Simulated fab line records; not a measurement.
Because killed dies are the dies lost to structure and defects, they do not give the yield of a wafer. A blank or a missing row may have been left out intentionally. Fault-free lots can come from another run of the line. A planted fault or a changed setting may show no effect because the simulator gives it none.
fab line records ; flow nandHarc
[record] lots = 24; wafers = 72; lastDay = 33
route steps=1302 shown A_WL_FILL@954 A_CONTACT@1005
lots that met no fault: from a run of the same line without faults
startH: hours from the record's first day to the start of the lot's first wafer shown ; waitH: hours elapsed since this lot's preceding step ; " repeats the value in the row above ; L1.1+2: a single row standing in for several wafers ; - either no value or no given start ; * or withheld: withheld ; < > ~ a bound
route shown NAME@n: NAME is a module with steps in the file, n the number in the route of the first one ; usual: mean/standard deviation taken from wafers without a fault ; same: alike in all rows ; chamber/n: place in a boat ; sites: per-site readings ; _std_site: the standard deviation of these ; _edge_site: inner sites' mean taken away from outer sites' mean ; radiusMm: for every site, how far away it sits from the centre of the wafer ; mask NAME#n: copy n ; behind: tool/chamber where the wafer was last shaped ; hold: cause of the lot's hold/its duration in hours/its outcome ; device: which transistor (n, p or np) failed to switch ; end of line: tests of these same wafers at the route's end ; step lacking rows: just its recipe ; killed: the dies lost at the first sort to structure and to defects; this is not the yield of the wafer ; map: dies across one wafer; x = killed, . = not, _ = none there
set.NAME: the setting the step ran with; set.NAME@STEP: the setting that earlier step ran with ; model.NAME: the simulator's own value behind a step, which no gauge read
steps of the route over a sample of lots; a table a step, a row a wafer
services: a tool's chamber out of use, with start hour (startH, from the record's first day; less than 0 if before it), hours out, and reason
[[steps]]
[step NHARC_A_WL_FILL_ALD_02]
[recipe] targetThkA = 20; pulseTimeS = 3; aldCycles = 100; tempC = 450; material = TiN
[usual] heaterPowerW = 1057/100; precursorPulseHeightRel = 1.002/0.021
[same] pulseTimeS = 3
lot.wafer;tool;chamber;startH;waitH;heaterPowerW;precursorPulseHeightRel
L074.3;aldMetal-04;0;468.38;0.2;1096;0.983
L074.1;aldMetal-04;1;468.38;0.2;921;1.035
L074.4;aldMetal-04;2;468.38;0.2;1052;1.021
L075.3;aldMetal-01;0;483.48;0.2;1111;0.987
L075.4;aldMetal-01;1;483.48;0.2;1094;1.014
L075.6;aldMetal-01;3;483.48;0.2;1128;0.999
L076.3;aldMetal-04;0;484.99;0.1;1000;1.014
L076.1;aldMetal-04;1;484.99;0.1;873;0.966
L076.2;aldMetal-04;2;484.99;0.1;1042;1.028
L077.1;aldMetal-01;1;488.86;0.3;1059;0.993
L077.2;aldMetal-01;2;488.86;0.3;985;1.001
L077.5;aldMetal-01;0;488.86;0.3;1131;0.960
L079.2;aldMetal-03;0;503.61;0.2;1174;1.021
L079.3;aldMetal-03;3;503.61;0.2;1152;1.026
L079.5;aldMetal-03;1;503.61;0.2;1275;0.980
L080.1;aldMetal-04;2;513.30;0.2;1062;0.980
L080.3;aldMetal-04;3;513.30;0.2;954;0.976
L080.6;aldMetal-04;3;513.30;0.2;933;1.014
L078.2;aldMetal-03;1;513.31;0.2;1258;0.962
L078.3;aldMetal-03;0;513.31;0.2;1166;0.977
L078.6;aldMetal-03;2;513.31;0.2;1131;1.002
L081.3;aldMetal-01;1;518.14;0.2;1084;1.017
L081.1;aldMetal-01;2;518.14;0.2;977;1.005
L081.5;aldMetal-01;1;518.14;0.2;1037;0.984
L083.2;aldMetal-04;1;566.61;0.2;872;1.026
L083.4;aldMetal-04;2;566.61;0.2;1081;1.006
L083.5;aldMetal-04;1;566.61;0.2;884;1.004
L082.1;aldMetal-04;2;570.49;0.2;1064;1.035
L082.4;aldMetal-04;1;570.49;0.2;884;0.961
L082.5;aldMetal-04;3;570.49;0.2;949;0.962
L084.1;aldMetal-01;0;572.73;0.2;1069;1.010
L084.4;aldMetal-01;2;572.73;0.2;905;1.028
L084.3;aldMetal-01;3;572.73;0.2;1028;1.030
L085.3;aldMetal-01;2;575.70;0.1;923;1.018
L085.2;aldMetal-01;1;575.70;0.1;992;0.992
L085.4;aldMetal-01;0;575.70;0.1;1099;0.961
L088.3;aldMetal-04;1;591.21;0.1;870;1.001
L088.1;aldMetal-04;0;591.21;0.1;1005;1.020
L088.5;aldMetal-04;2;591.21;0.1;1029;0.998
L086.1;aldMetal-03;3;591.21;0.2;1137;1.009
L086.4;aldMetal-03;0;591.21;0.2;1178;1.016
L086.5;aldMetal-03;0;591.21;0.2;1145;0.988
L089.2;aldMetal-03;3;610.97;0.2;1167;0.986
L089.6;aldMetal-03;3;610.97;0.2;1155;1.027
L089.5;aldMetal-03;0;610.97;0.2;1224;1.013
L090.1;aldMetal-01;1;633.05;0.2;1029;0.982
L090.4;aldMetal-01;0;633.05;0.2;1122;1.023
L090.5;aldMetal-01;2;633.05;0.2;913;0.972
L087.2;aldMetal-03;2;638.64;0.2;1183;1.013
L087.1;aldMetal-03;3;638.64;0.2;1198;0.984
L087.3;aldMetal-03;0;638.64;0.2;1177;0.966
L091.2;aldMetal-01;0;643.14;0.2;1080;1.017
L091.6;aldMetal-01;2;643.14;0.2;927;0.965
L091.5;aldMetal-01;3;643.14;0.2;1049;1.007
L092.3;aldMetal-01;1;655.37;0.1;1037;1.006
L092.6;aldMetal-01;1;655.37;0.1;1017;0.987
L092.5;aldMetal-01;2;655.37;0.1;953;1.027
L096.2;aldMetal-04;1;673.34;0.2;896;1.024
L096.5;aldMetal-04;2;673.34;0.2;1069;1.017
L096.4;aldMetal-04;0;673.34;0.2;1107;0.997
L094.3;aldMetal-03;2;675.09;0.1;1136;0.997
L094.2;aldMetal-03;0;675.09;0.1;1181;0.995
L094.1;aldMetal-03;1;675.09;0.1;1234;1.002
L095.2;aldMetal-01;0;682.98;0.2;1118;1.015
L095.4;aldMetal-01;0;682.98;0.2;1101;1.002
L095.5;aldMetal-01;2;682.98;0.2;926;0.972
L093.3;aldMetal-04;1;683.31;0.1;926;1.035
L093.2;aldMetal-04;2;683.31;0.1;1060;1.026
L093.1;aldMetal-04;3;683.31;0.1;966;0.994
L097.1;aldMetal-04;2;693.17;0.3;1075;0.983
L097.6;aldMetal-04;0;693.17;0.3;1091;1.011
L097.5;aldMetal-04;1;693.17;0.3;893;0.971
[step NHARC_A_WL_FILL_ETCHBACK_04]
[recipe] targetDepthA = 600; timeS = 120; chemistry = NF3
[usual] drypumpMotorCurrentA = 5.92/0.28; oesProductAu = 1.005/0.0073
lot.wafer;tool;chamber;startH;waitH;drypumpMotorCurrentA;oesProductAu;rfHoursCounterH
L074.1;rieMetal-03;0;469.15;0.3;6.28;1.001;2.0
L074.4;rieMetal-03;0;469.15;0.3;6.27;0.995;-
L074.3;rieMetal-03;1;469.15;0.3;5.83;0.998;-
L075.4;rieMetal-03;1;484.28;0.3;5.82;1.003;-
L075.3;rieMetal-03;0;484.28;0.3;6.27;1.015;-
L075.6;rieMetal-03;0;484.28;0.3;6.27;1.014;-
L076.1;rieMetal-01;0;485.80;0.3;5.70;1.015;1.5
L076.2;rieMetal-01;1;485.80;0.3;5.45;1.007;1.5
L076.3;rieMetal-01;0;485.80;0.3;5.70;1.018;-
L077.1;rieMetal-03;1;489.60;0.3;5.82;1.001;2.5
L077.2;rieMetal-03;0;489.60;0.3;6.26;1.018;2.5
L077.5;rieMetal-03;1;489.60;0.3;5.80;1.004;-
L079.2;rieMetal-01;0;504.47;0.3;5.74;1.013;1.8
L079.3;rieMetal-01;1;504.47;0.3;5.48;1.001;-
L079.5;rieMetal-01;0;504.47;0.3;5.72;1.008;-
L080.1;rieMetal-02;0;514.11;0.3;6.20;1.012;0.6
L080.3;rieMetal-02;1;514.11;0.3;6.06;0.998;-
L080.6;rieMetal-02;0;514.11;0.3;6.20;1.003;-
L078.2;rieMetal-03;0;514.12;0.3;6.25;1.005;2.8
L078.3;rieMetal-03;0;514.12;0.3;6.27;1.002;-
L078.6;rieMetal-03;0;514.12;0.3;6.32;1.009;-
L081.1;rieMetal-03;0;518.96;0.3;6.25;1.010;3.0
L081.3;rieMetal-03;1;518.96;0.3;5.81;0.997;-
L081.5;rieMetal-03;0;518.96;0.3;6.26;1.012;-
L083.2;rieMetal-02;0;567.42;0.3;6.18;1.015;1.8
L083.4;rieMetal-02;0;567.42;0.3;6.17;1.004;-
L083.5;rieMetal-02;0;567.42;0.3;6.17;1.014;-
L082.1;rieMetal-03;1;571.32;0.3;5.82;1.011;0.3
L082.4;rieMetal-03;1;571.32;0.3;5.83;1.003;-
L082.5;rieMetal-03;1;571.32;0.3;5.82;1.003;-
L084.1;rieMetal-02;1;573.84;0.6;6.09;1.001;1.9
L084.3;rieMetal-02;1;573.84;0.6;6.07;1.009;-
L084.4;rieMetal-02;0;573.84;0.6;6.17;0.996;-
L085.2;rieMetal-02;0;576.62;0.3;6.19;1.006;2.3
L085.4;rieMetal-02;1;576.62;0.3;6.05;1.007;-
L085.3;rieMetal-02;0;576.62;0.3;6.20;1.000;-
L086.1;rieMetal-01;0;592.02;0.3;5.74;1.013;0.1
L086.4;rieMetal-01;1;592.02;0.3;5.46;1.004;-
L086.5;rieMetal-01;0;592.02;0.3;5.71;1.007;-
L088.1;rieMetal-03;0;592.05;0.3;6.28;0.999;0.9
L088.3;rieMetal-03;1;592.05;0.3;5.84;1.001;-
L088.5;rieMetal-03;0;592.05;0.3;6.28;1.011;-
L089.2;rieMetal-01;1;611.81;0.4;5.48;1.008;0.4
L089.6;rieMetal-01;0;611.81;0.4;5.72;1.005;-
L089.5;rieMetal-01;1;611.81;0.4;5.47;1.010;-
L090.1;rieMetal-03;1;634.24;0.3;5.82;0.995;1.4
L090.4;rieMetal-03;1;634.24;0.3;5.81;1.002;-
L090.5;rieMetal-03;1;634.24;0.3;5.81;0.994;-
L087.1;rieMetal-01;0;639.41;0.3;5.73;1.010;0.6
L087.2;rieMetal-01;1;639.41;0.3;5.49;1.005;0.6
L087.3;rieMetal-01;1;639.41;0.3;5.46;1.009;-
L091.2;rieMetal-02;1;645.33;0.3;6.08;1.013;0.0
L091.5;rieMetal-02;1;645.33;0.3;6.09;1.010;-
L091.6;rieMetal-02;0;645.33;0.3;6.19;0.990;-
L092.3;rieMetal-01;0;656.28;0.3;5.73;1.005;-
L092.5;rieMetal-01;1;656.28;0.3;5.48;0.997;-
L092.6;rieMetal-01;0;656.28;0.3;5.72;1.006;-
L096.2;rieMetal-03;1;674.23;0.3;5.81;0.994;2.0
L096.4;rieMetal-03;0;674.23;0.3;6.29;1.003;-
L096.5;rieMetal-03;1;674.23;0.3;5.81;1.005;-
L094.1;rieMetal-01;1;675.90;0.3;5.46;1.000;1.4
L094.2;rieMetal-01;0;675.90;0.3;5.71;1.006;1.4
L094.3;rieMetal-01;0;675.90;0.3;5.72;1.004;-
L095.2;rieMetal-01;1;683.90;0.3;5.45;1.002;1.6
L095.4;rieMetal-01;0;683.90;0.3;5.73;1.009;-
L095.5;rieMetal-01;0;683.90;0.3;5.72;1.022;-
L093.1;rieMetal-02;1;684.11;0.3;6.08;0.993;1.0
L093.2;rieMetal-02;0;684.11;0.3;6.19;0.991;1.0
L093.3;rieMetal-02;0;684.11;0.3;6.21;0.996;-
L097.1;rieMetal-02;1;693.94;0.4;6.03;1.001;1.2
L097.6;rieMetal-02;0;693.94;0.4;6.17;0.993;-
L097.5;rieMetal-02;1;693.94;0.4;6.07;1.002;-
[step NHARC_A_WL_FILL_ETCHBACK_16]
[recipe] targetDepthA = 1200; timeS = 24; c4f8FlowSccm = withheld; o2FlowSccm = 8; arFlowSccm = withheld; rfW = 600; biasW = 800; chemistry = C4F8/O2/Ar
[usual] oesProductAu = 0.97/0.032; rfVppV = 723/4.2
lot.wafer;tool;chamber;startH;waitH;oesProductAu;rfHoursCounterH;rfVppV
L074.1;rieDiel-06;1;-;-;0.92;5.3;717
L074.3;rieDiel-06;2;-;-;0.91;5.3;726
L074.4;rieDiel-06;0;-;-;0.92;5.4;719
L075.3;rieDiel-10;1;-;-;0.98;3.9;726
L075.4;rieDiel-10;3;-;-;1.00;3.1;725
L075.6;rieDiel-10;1;-;-;0.98;-;728
L076.2;rieDiel-11;1;-;-;0.96;1.1;719
L076.1;rieDiel-11;2;-;-;0.96;1.0;727
L076.3;rieDiel-11;3;-;-;0.96;1.0;728
L077.1;rieDiel-06;3;-;-;1.01;0.6;725
L077.2;rieDiel-06;0;-;-;1.00;0.4;718
L077.5;rieDiel-06;1;-;-;0.99;-;716
L079.3;rieDiel-10;3;-;-;0.99;4.7;726
L079.2;rieDiel-10;0;-;-;1.00;5.0;729
L079.5;rieDiel-10;2;-;-;0.98;-;718
L078.2;rieDiel-06;3;-;-;0.96;1.5;722
L078.3;rieDiel-06;0;-;-;0.96;1.3;720
L078.6;rieDiel-06;2;-;-;0.94;-;727
L080.1;rieDiel-11;2;-;-;1.01;1.6;727
L080.3;rieDiel-11;1;-;-;0.99;1.8;718
L080.6;rieDiel-11;3;-;-;1.00;-;728
L081.3;rieDiel-10;3;-;-;0.93;5.1;724
L081.1;rieDiel-10;2;-;-;0.92;5.5;719
L081.5;rieDiel-10;3;-;-;0.93;-;726
L083.4;rieDiel-06;1;-;-;0.97;3.1;716
L083.2;rieDiel-06;3;-;-;0.98;3.1;724
L083.5;rieDiel-06;0;-;-;0.91;-;720
L082.1;rieDiel-11;3;-;-;0.93;2.7;728
L082.4;rieDiel-11;2;-;-;0.91;-;726
L082.5;rieDiel-11;0;-;-;0.92;-;721
L084.1;rieDiel-10;2;-;-;0.99;9.6;717
L084.3;rieDiel-10;3;-;-;1.00;9.5;725
L084.4;rieDiel-10;0;-;-;1.00;-;729
L085.2;rieDiel-11;2;-;-;1.01;2.6;726
L085.4;rieDiel-11;3;-;-;0.99;2.8;729
L085.3;rieDiel-11;0;-;-;0.99;2.9;722
L086.1;rieDiel-06;1;-;-;0.99;3.8;716
L086.4;rieDiel-06;3;-;-;1.00;-;722
L086.5;rieDiel-06;1;-;-;0.99;-;717
L088.3;rieDiel-11;0;-;-;0.98;3.1;721
L088.1;rieDiel-11;2;-;-;1.00;2.9;726
L088.5;rieDiel-11;0;-;-;0.99;-;722
L089.2;rieDiel-11;1;-;-;1.01;0.0;718
L089.6;rieDiel-11;0;-;-;1.01;-;722
L089.5;rieDiel-11;1;-;-;1.00;-;718
L090.1;rieDiel-10;2;-;-;1.00;3.6;718
L090.4;rieDiel-10;2;-;-;1.01;-;719
L090.5;rieDiel-10;3;-;-;1.01;-;727
L087.3;rieDiel-11;0;-;-;1.00;0.7;721
L087.2;rieDiel-11;1;-;-;0.99;1.1;716
L087.1;rieDiel-11;2;-;-;1.00;1.2;727
L091.2;rieDiel-06;3;-;-;0.91;5.6;723
L091.5;rieDiel-06;2;-;-;0.91;-;727
L091.6;rieDiel-06;3;-;-;0.92;-;724
L092.3;rieDiel-11;0;-;-;1.00;0.7;721
L092.6;rieDiel-11;2;-;-;1.01;-;726
L092.5;rieDiel-11;3;-;-;1.00;-;727
L096.4;rieDiel-10;0;-;-;0.99;5.4;727
L096.2;rieDiel-10;2;-;-;0.99;6.3;718
L096.5;rieDiel-10;0;-;-;0.99;-;727
L094.1;rieDiel-11;3;-;-;0.99;1.5;728
L094.2;rieDiel-11;1;-;-;1.00;1.5;717
L094.3;rieDiel-11;2;-;-;1.00;1.7;727
L095.2;rieDiel-11;2;-;-;0.94;1.9;728
L095.4;rieDiel-11;0;-;-;0.93;1.3;721
L095.5;rieDiel-11;1;-;-;0.93;-;717
L093.3;rieDiel-11;0;-;-;0.98;1.3;722
L093.1;rieDiel-11;1;-;-;0.98;1.8;717
L093.2;rieDiel-11;2;-;-;0.99;1.9;725
L097.1;rieDiel-06;2;-;-;1.00;1.3;727
L097.6;rieDiel-06;1;-;-;1.00;-;715
L097.5;rieDiel-06;2;-;-;0.99;-;725
[step NHARC_A_WL_FILL_ETCHBACK_26]
[recipe] targetDepthA = 520; timeS = 13.3; hbrFlowSccm = 150; rfW = 350; icpW = 350; biasW = 60; chemistry = HBr
[usual] drypumpMotorCurrentA = 5.7/0.54; oesProductAu = 0.997/0.0068; throttleValvePct = 23.266/0.01
lot.wafer;tool;chamber;startH;waitH;drypumpMotorCurrentA;oesProductAu;rfHoursCounterH;throttleValvePct
L074.3;rieSi-04;1;487.82;0.4;5.1;1.002;0.98;23.271
L074.4;rieSi-04;2;487.82;0.4;5.0;0.985;0.74;23.262
L074.1;rieSi-04;0;487.82;0.4;5.9;0.992;0.99;23.271
L075.4;rieSi-01;0;499.68;0.4;6.2;0.994;0.70;23.276
L075.3;rieSi-01;3;499.68;0.4;5.1;0.989;0.87;23.262
L075.6;rieSi-01;1;499.68;0.4;5.8;0.999;-;23.265
L076.3;rieSi-06;1;499.68;0.4;6.1;0.999;0.24;23.274
L076.1;rieSi-06;2;499.68;0.4;5.4;0.998;0.36;23.275
L076.2;rieSi-06;0;499.68;0.4;4.8;1.004;0.24;23.270
L077.2;rieSi-06;1;509.21;0.4;6.1;0.992;0.32;23.268
L077.1;rieSi-06;0;509.21;0.4;4.8;0.997;0.28;23.276
L077.5;rieSi-06;1;509.21;0.4;6.1;0.996;-;23.280
L079.2;rieSi-06;0;520.01;0.4;4.8;0.991;0.34;23.256
L079.3;rieSi-06;2;520.01;0.4;5.4;1.005;0.49;23.283
L079.5;rieSi-06;1;520.01;0.4;6.1;0.999;-;23.275
L078.2;rieSi-04;2;530.30;0.4;5.0;0.994;0;23.268
L078.3;rieSi-04;3;530.30;0.4;5.6;1.001;0;23.278
L078.6;rieSi-04;1;530.30;0.4;5.0;1.007;-;23.269
L081.3;rieSi-01;1;532.87;0.4;5.8;0.996;1.16;23.250
L081.1;rieSi-01;2;532.87;0.4;6.5;1.002;1.21;23.262
L081.5;rieSi-01;2;532.87;0.4;6.5;0.998;-;23.250
L080.3;rieSi-06;2;532.88;0.4;5.4;1.009;0.55;23.266
L080.1;rieSi-06;3;532.88;0.4;6.1;1.002;0.52;23.268
L080.6;rieSi-06;2;532.88;0.4;5.5;1.001;-;23.284
L083.2;rieSi-04;1;584.06;0.4;5.1;0.997;0.46;23.241
L083.4;rieSi-04;3;584.06;0.4;5.7;1.001;-;23.259
L083.5;rieSi-04;2;584.06;0.4;5.0;1.005;-;23.248
L082.4;rieSi-01;2;587.33;0.4;6.5;0.998;0.14;23.260
L082.1;rieSi-01;1;587.33;0.4;5.8;0.993;0.21;23.253
L082.5;rieSi-01;3;587.33;0.4;5.1;1.004;-;23.246
L084.3;rieSi-04;0;587.33;0.4;5.9;1.001;0.36;23.276
L084.4;rieSi-04;1;587.33;0.4;5.1;1.002;0.50;23.255
L084.1;rieSi-04;3;587.33;0.4;5.7;0.993;0.40;23.262
L085.4;rieSi-01;0;591.90;0.4;6.2;1.005;0.25;23.264
L085.2;rieSi-01;2;591.90;0.4;6.5;0.998;0.18;23.277
L085.3;rieSi-01;3;591.90;0.4;5.1;0.999;0.20;23.255
L088.3;rieSi-04;0;607.74;0.4;5.9;0.992;0.52;23.271
L088.1;rieSi-04;1;607.74;0.4;5.0;0.999;0.59;23.258
L088.5;rieSi-04;0;607.74;0.4;5.9;0.984;-;23.263
L086.1;rieSi-06;1;607.75;0.4;6.1;1.004;0.94;23.246
L086.4;rieSi-06;2;607.75;0.4;5.4;1.002;0.98;23.259
L086.5;rieSi-06;0;607.75;0.4;4.8;1.002;-;23.258
L089.2;rieSi-06;1;627.23;0.4;6.1;0.989;0.04;23.256
L089.6;rieSi-06;3;627.23;0.4;6.1;0.981;-;23.261
L089.5;rieSi-06;0;627.23;0.4;4.8;0.990;-;23.281
L090.4;rieSi-01;0;653.09;0.4;6.2;1.001;0.69;23.250
L090.1;rieSi-01;3;653.09;0.4;5.2;1.009;0.64;23.264
L090.5;rieSi-01;1;653.09;0.4;5.8;0.998;-;23.264
L087.1;rieSi-01;2;660.96;0.4;6.5;1.006;0.49;23.273
L087.2;rieSi-01;3;660.96;0.4;5.1;1.004;0.66;23.257
L087.3;rieSi-01;0;660.96;0.4;6.2;0.998;0.72;23.265
L091.2;rieSi-06;0;660.98;0.4;4.8;0.999;0.22;23.255
L091.6;rieSi-06;1;660.98;0.4;6.1;0.990;-;23.270
L091.5;rieSi-06;2;660.98;0.4;5.5;1.005;-;23.267
L092.3;rieSi-06;0;671.91;0.4;4.8;1.002;0.28;23.281
L092.6;rieSi-06;2;671.91;0.4;5.5;0.999;-;23.258
L092.5;rieSi-06;3;671.91;0.4;6.1;0.978;-;23.267
L096.2;rieSi-06;3;689.66;0.4;6.1;0.984;0.52;23.249
L096.4;rieSi-06;0;689.66;0.4;4.8;0.996;0.36;23.263
L096.5;rieSi-06;3;689.66;0.4;6.1;0.988;-;23.275
L094.3;rieSi-01;3;689.67;0.4;5.1;1.007;0.83;23.284
L094.1;rieSi-01;0;689.67;0.4;6.2;0.998;0.93;23.250
L094.2;rieSi-01;2;689.67;0.4;6.5;1.004;0.65;23.268
L095.2;rieSi-06;0;699.60;0.4;4.8;0.999;0.40;23.269
L095.4;rieSi-06;2;699.60;0.4;5.5;1.007;0.61;23.266
L095.5;rieSi-06;0;699.60;0.4;4.8;1.011;-;23.261
L093.2;rieSi-06;1;703.26;0.4;6.1;0.987;0.47;23.272
L093.1;rieSi-06;2;703.26;0.4;5.4;0.986;0.63;23.261
L093.3;rieSi-06;0;703.26;0.4;4.8;1.001;0.43;23.273
L097.1;rieSi-06;2;709.65;0.4;5.5;0.993;0.67;23.268
L097.5;rieSi-06;2;709.65;0.4;5.4;0.997;-;23.261
L097.6;rieSi-06;3;709.65;0.4;6.1;0.985;-;23.262
[step NHARC_A_WL_FILL_INSPECT_15]
[usual] rawDefectCount = 464/130
lot.wafer;tool;chamber;startH;waitH;rawDefectCount
L074.1;defectInspect-02;-;489.00;0.0;524
L074.3;defectInspect-02;-;489.00;0.0;631
L074.4;defectInspect-02;-;489.00;0.0;479
L076.1;defectInspect-02;-;500.81;0.0;834
L076.2;defectInspect-02;-;500.81;0.0;619
L076.3;defectInspect-02;-;500.81;0.0;827
L075.3;defectInspect-02;-;500.95;0.0;517
L075.4;defectInspect-02;-;500.95;0.0;476
L075.6;defectInspect-02;-;500.95;0.0;610
L077.1;defectInspect-01;-;510.34;0.0;509
L077.2;defectInspect-01;-;510.34;0.0;328
L077.5;defectInspect-01;-;510.34;0.0;378
L079.2;defectInspect-02;-;521.16;0.0;550
L079.3;defectInspect-02;-;521.16;0.0;380
L079.5;defectInspect-02;-;521.16;0.0;385
L078.2;defectInspect-01;-;531.47;0.0;332
L078.3;defectInspect-01;-;531.47;0.0;462
L078.6;defectInspect-01;-;531.47;0.0;446
L080.1;defectInspect-01;-;534.31;0.0;500
L080.3;defectInspect-01;-;534.31;0.0;381
L080.6;defectInspect-01;-;534.31;0.0;327
L081.1;defectInspect-02;-;534.45;0.0;381
L081.3;defectInspect-02;-;534.45;0.0;287
L081.5;defectInspect-02;-;534.45;0.0;384
L083.2;defectInspect-01;-;585.19;0.0;320
L083.4;defectInspect-01;-;585.19;0.0;258
L083.5;defectInspect-01;-;585.19;0.0;519
L084.1;defectInspect-02;-;588.45;0.0;325
L084.3;defectInspect-02;-;588.45;0.0;403
L084.4;defectInspect-02;-;588.45;0.0;390
L082.1;defectInspect-01;-;588.50;0.0;357
L082.4;defectInspect-01;-;588.50;0.0;545
L082.5;defectInspect-01;-;588.50;0.0;423
L085.2;defectInspect-01;-;593.09;0.0;330
L085.3;defectInspect-01;-;593.09;0.0;288
L085.4;defectInspect-01;-;593.09;0.0;534
L088.1;defectInspect-02;-;608.86;0.0;395
L088.3;defectInspect-02;-;608.86;0.0;425
L088.5;defectInspect-02;-;608.86;0.0;337
L086.1;defectInspect-01;-;608.89;0.0;509
L086.4;defectInspect-01;-;608.89;0.0;488
L086.5;defectInspect-01;-;608.89;0.0;426
L089.2;defectInspect-02;-;629.37;0.0;374
L089.5;defectInspect-02;-;629.37;0.0;563
L089.6;defectInspect-02;-;629.37;0.0;308
L090.1;defectInspect-01;-;654.23;0.0;371
L090.4;defectInspect-01;-;654.23;0.0;313
L090.5;defectInspect-01;-;654.23;0.0;670
L091.2;defectInspect-01;-;662.05;0.0;553
L091.5;defectInspect-01;-;662.05;0.0;630
L091.6;defectInspect-01;-;662.05;0.0;418
L087.1;defectInspect-02;-;662.06;0.0;412
L087.2;defectInspect-02;-;662.06;0.0;331
L087.3;defectInspect-02;-;662.06;0.0;782
L092.3;defectInspect-02;-;673.04;0.0;759
L092.5;defectInspect-02;-;673.04;0.0;409
L092.6;defectInspect-02;-;673.04;0.0;607
L096.2;defectInspect-02;-;690.76;0.0;416
L096.4;defectInspect-02;-;690.76;0.0;492
L096.5;defectInspect-02;-;690.76;0.0;320
L094.1;defectInspect-02;-;690.90;0.0;568
L094.2;defectInspect-02;-;690.90;0.0;477
L094.3;defectInspect-02;-;690.90;0.0;687
L095.2;defectInspect-02;-;700.75;0.0;594
L095.4;defectInspect-02;-;700.75;0.0;532
L095.5;defectInspect-02;-;700.75;0.0;450
L093.1;defectInspect-01;-;704.40;0.0;365
L093.2;defectInspect-01;-;704.40;0.0;345
L093.3;defectInspect-01;-;704.40;0.0;305
L097.1;defectInspect-02;-;710.79;0.0;341
L097.5;defectInspect-02;-;710.79;0.0;301
L097.6;defectInspect-02;-;710.79;0.0;357
[step NHARC_A_CONTACT_ETCH_111]
[recipe] sourceW = withheld; pressureMtorr = 20; biasV = withheld; timeS = 140; targetDepthA = 7000; arFlowSccm = withheld; c4f8FlowSccm = withheld; o2FlowSccm = withheld; chemistry = C4F8/O2/Ar
lot.wafer;tool;chamber;startH;waitH;rfHoursCounterH
L074.1;harCapEtch-02;0;497.92;-;82
L074.3;harCapEtch-02;1;497.92;-;-
L074.4;harCapEtch-02;0;497.92;-;-
L076.1;harCapEtch-03;1;509.57;-;42
L076.2;harCapEtch-03;0;509.57;-;42
L076.3;harCapEtch-03;0;509.57;-;-
L075.4;harCapEtch-03;0;512.23;-;-
L075.3;harCapEtch-03;1;512.23;-;-
L075.6;harCapEtch-03;0;512.23;-;-
L077.1;harCapEtch-01;1;518.06;-;0
L077.2;harCapEtch-01;0;518.06;-;0
L077.5;harCapEtch-01;0;518.06;-;-
L079.2;harCapEtch-02;0;529.11;-;89
L079.3;harCapEtch-02;0;529.11;-;-
L079.5;harCapEtch-02;1;529.11;-;-
L078.2;harCapEtch-01;0;540.02;-;5
L078.3;harCapEtch-01;0;540.02;-;-
L078.6;harCapEtch-01;1;540.02;-;-
L080.1;harCapEtch-03;0;543.52;-;52
L080.3;harCapEtch-03;0;543.52;-;-
L080.6;harCapEtch-03;0;543.52;-;-
L081.1;harCapEtch-01;1;543.72;-;7
L081.3;harCapEtch-01;0;543.72;-;-
L081.5;harCapEtch-01;0;543.72;-;-
L083.2;harCapEtch-03;0;594.51;-;57
L083.4;harCapEtch-03;0;594.51;-;-
L083.5;harCapEtch-03;1;594.51;-;-
L084.1;harCapEtch-01;0;598.48;-;13
L084.3;harCapEtch-01;1;598.48;-;-
L084.4;harCapEtch-01;0;598.48;-;-
L082.1;harCapEtch-02;0;599.15;-;98
L082.4;harCapEtch-02;1;599.15;-;-
L082.5;harCapEtch-02;0;599.15;-;-
L085.2;harCapEtch-03;0;603.59;-;59
L085.4;harCapEtch-03;0;603.59;-;-
L085.3;harCapEtch-03;1;603.59;-;-
L088.1;harCapEtch-03;0;618.10;-;63
L088.3;harCapEtch-03;0;618.10;-;-
L088.5;harCapEtch-03;1;618.10;-;-
L086.1;harCapEtch-01;1;618.42;-;19
L086.4;harCapEtch-01;0;618.42;-;-
L086.5;harCapEtch-01;1;618.42;-;-
L089.2;harCapEtch-01;0;638.35;-;22
L089.6;harCapEtch-01;0;638.35;-;-
L089.5;harCapEtch-01;1;638.35;-;-
L090.1;harCapEtch-03;0;661.79;-;70
L090.4;harCapEtch-03;0;661.79;-;-
L090.5;harCapEtch-03;1;661.79;-;-
L091.2;harCapEtch-02;0;670.40;-;110
L091.6;harCapEtch-02;0;670.40;-;-
L091.5;harCapEtch-02;1;670.40;-;-
L087.1;harCapEtch-01;0;671.87;-;26
L087.2;harCapEtch-01;1;671.87;-;26
L087.3;harCapEtch-01;0;671.87;-;-
L092.3;harCapEtch-02;0;682.79;-;-
L092.6;harCapEtch-02;0;682.79;-;-
L092.5;harCapEtch-02;1;682.79;-;-
L096.2;harCapEtch-01;0;698.66;-;31
L096.4;harCapEtch-01;1;698.66;-;-
L096.5;harCapEtch-01;0;698.66;-;-
L094.1;harCapEtch-02;1;699.20;-;117
L094.2;harCapEtch-02;0;699.20;-;117
L094.3;harCapEtch-02;0;699.20;-;-
L095.2;harCapEtch-01;0;708.44;-;33
L095.4;harCapEtch-01;0;708.44;-;-
L095.5;harCapEtch-01;1;708.44;-;-
L093.2;harCapEtch-02;0;713.68;-;121
L093.1;harCapEtch-02;1;713.68;-;121
L093.3;harCapEtch-02;0;713.68;-;-
L097.1;harCapEtch-02;1;719.83;-;124
L097.6;harCapEtch-02;1;719.83;-;-
L097.5;harCapEtch-02;0;719.83;-;-
[[services]]
tool;chamber;startH;hours;kind
aldMetal-04;-;474.00;10.0;pm
harCapEtch-01;-;497.03;17.0;pm
rieDiel-11;2;497.35;5.1;repair
aldMetal-04;2;503.38;3.2;repair
rieMetal-03;-;519.16;9.0;pm
aldMetal-01;-;526.05;10.0;pm
rieDiel-11;-;526.21;0.5;repair
rieSi-06;2;541.87;3.6;repair
aldMetal-01;2;542.18;4.2;repair
aldMetal-01;3;574.58;25.0;repair
rieDiel-11;1;576.91;6.5;repair
rieDiel-11;0;591.07;6.8;repair
rieDiel-11;0;603.00;2.2;repair
rieDiel-11;1;606.92;9.9;repair
rieDiel-11;-;609.50;9.0;pm
rieSi-06;-;613.05;9.0;pm
rieDiel-11;0;635.12;6.0;repair
aldMetal-04;3;651.34;22.0;repair
aldMetal-04;-;652.00;10.0;pm
rieDiel-11;1;670.63;3.1;repair
aldMetal-01;3;677.48;23.7;repair
rieMetal-03;-;696.16;9.0;pm
aldMetal-01;-;704.05;10.0;pm
rieMetal-03;-;718.12;0.5;repair
[[key]]
fault none
